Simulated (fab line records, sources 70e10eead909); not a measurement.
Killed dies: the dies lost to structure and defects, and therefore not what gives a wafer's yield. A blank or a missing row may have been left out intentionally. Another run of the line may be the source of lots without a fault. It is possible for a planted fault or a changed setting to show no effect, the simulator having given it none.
Chamber matching + flow nand_harc + pecvd-01 running NHARC_A_CONTACT_DEP_85: 3 sister chambers
The step deposits SiON, target thk 60 nm. 16 wafers are shown with their chamber, then 8 later ones without.

WAFERS, EACH WITH ITS CHAMBER
| wafer  | chamber | heater_power_w (W) |
|--------|---------|--------------------|
| L074.1 | 0       | 766                |
| L074.3 | 2       | 901                |
| L074.4 | 1       | 761                |
| L077.2 | 2       | 936                |
| L077.3 | 0       | 843                |
| L077.5 | 1       | 673                |
| L078.3 | 1       | 770                |
| L078.4 | 1       | 766                |
| L078.6 | 0       | 818                |
| L079.2 | 2       | 786                |
| L079.3 | 0       | 779                |
| L079.5 | 0       | 780                |
| L081.1 | 1       | 646                |
| L081.2 | 2       | 912                |
| L081.5 | 0       | 761                |
| L084.4 | 1       | 799                |

SIGNATURES, as means of the wafers listed above
| reading        | chamber 0 | chamber 1 | chamber 2 | scatter within a chamber |
|----------------|-----------|-----------|-----------|--------------------------|
| heater_power_w | 791.17    | 735.83    | 883.75    | 53.6                     |
Rule: distance of a wafer from a chamber = root of the sum over the readings of ((wafer's reading minus chamber's mean) / reading's scatter) squared. If the next closest chamber is less than 2 further off than the closest, the wafer can't be placed; otherwise it belongs to the closest. How the scatter is found: for the shown wafers, subtract from each reading the mean of its chamber, square and add these, divide the total by (wafers less chambers), then take the root.

WAFERS WHOSE CHAMBER IS MISSING
| wafer  | heater_power_w (W) |
|--------|--------------------|
| L084.5 | 826                |
| L084.6 | 827                |
| L097.3 | 813                |
| L097.4 | 827                |
| L097.6 | 744                |
| L094.1 | 852                |
| L094.2 | 875                |
| L094.4 | 923                |

WHICH CHAMBER EACH ONE RAN IN
| wafer  | from the rows above          | in truth |
|--------|------------------------------|----------|
| L084.5 | can't be placed: 0 or 2 or 1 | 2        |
| L084.6 | can't be placed: 0 or 2 or 1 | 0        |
| L097.3 | can't be placed: 0 or 2 or 1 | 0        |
| L097.4 | can't be placed: 0 or 2 or 1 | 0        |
| L097.6 | can't be placed: 1 or 0      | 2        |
| L094.1 | can't be placed: 2 or 0 or 1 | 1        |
| L094.2 | can't be placed: 2 or 0      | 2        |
| L094.4 | can't be placed: 2 or 0      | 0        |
Placed correctly: 0 of 8. Can't be placed from these rows: 8 (the true chamber is among the candidates in 7). Number placed wrongly: 0.
